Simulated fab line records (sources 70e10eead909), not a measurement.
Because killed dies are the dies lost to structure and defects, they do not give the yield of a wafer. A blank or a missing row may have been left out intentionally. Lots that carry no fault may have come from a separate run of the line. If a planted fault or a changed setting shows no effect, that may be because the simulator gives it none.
Matching of chambers :: flow nandHarc :: 4 sister chambers for NHARC_A_STAIRCASE_ALD_420 on aldHk-01
The step deposits SiO2, target thk 20 nm, pulse time 6 s, ald cycles 200. 4 wafers are shown with their chamber, then 8 later ones without.

== EACH WAFER AND ITS CHAMBER ==
wafer: L086.1
chamber: 3
heaterPowerW (W): 440

wafer: L089.4
chamber: 1
heaterPowerW (W): 377

wafer: L089.5
chamber: 0
heaterPowerW (W): 499

wafer: L090.2
chamber: 2
heaterPowerW (W): 452

== WAFERS WHOSE CHAMBER IS MISSING ==
wafer: L090.5
heaterPowerW (W): 500

wafer: L090.6
heaterPowerW (W): 439

wafer: L091.1
heaterPowerW (W): 435

wafer: L091.2
heaterPowerW (W): 490

wafer: L091.3
heaterPowerW (W): 459

wafer: L093.4
heaterPowerW (W): 435

wafer: L093.5
heaterPowerW (W): 466

wafer: L093.6
heaterPowerW (W): 383

== WHICH CHAMBER EACH WENT THROUGH ==
wafer: L090.5
from the rows above: 0
in truth: 0

wafer: L090.6
from the rows above: can't be placed: 3 or 2
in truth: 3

wafer: L091.1
from the rows above: can't be placed: 3 or 2
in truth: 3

wafer: L091.2
from the rows above: 0
in truth: 0

wafer: L091.3
from the rows above: can't be placed: 2 or 3
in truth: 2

wafer: L093.4
from the rows above: can't be placed: 3 or 2
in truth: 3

wafer: L093.5
from the rows above: can't be placed: 2 or 3
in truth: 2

wafer: L093.6
from the rows above: 1
in truth: 1
3 of 8 placed correctly. Cannot be placed on the basis of these rows: 5; the candidates contain the true chamber in 5. Wrongly placed: 0.
How it was worked out, from the rows above alone: a wafer's distance from a chamber is the root of the sum, over the readings, of the square of ((its reading less the chamber's mean) divided by the reading's scatter). If the next closest chamber is less than 2 further off than the closest, the wafer can't be placed; otherwise it belongs to the closest. A chamber's mean is the mean of its shown wafers. The scatter: with one shown wafer a chamber, the root of the mean of the squares of how far each hidden wafer lies from its nearest shown one.
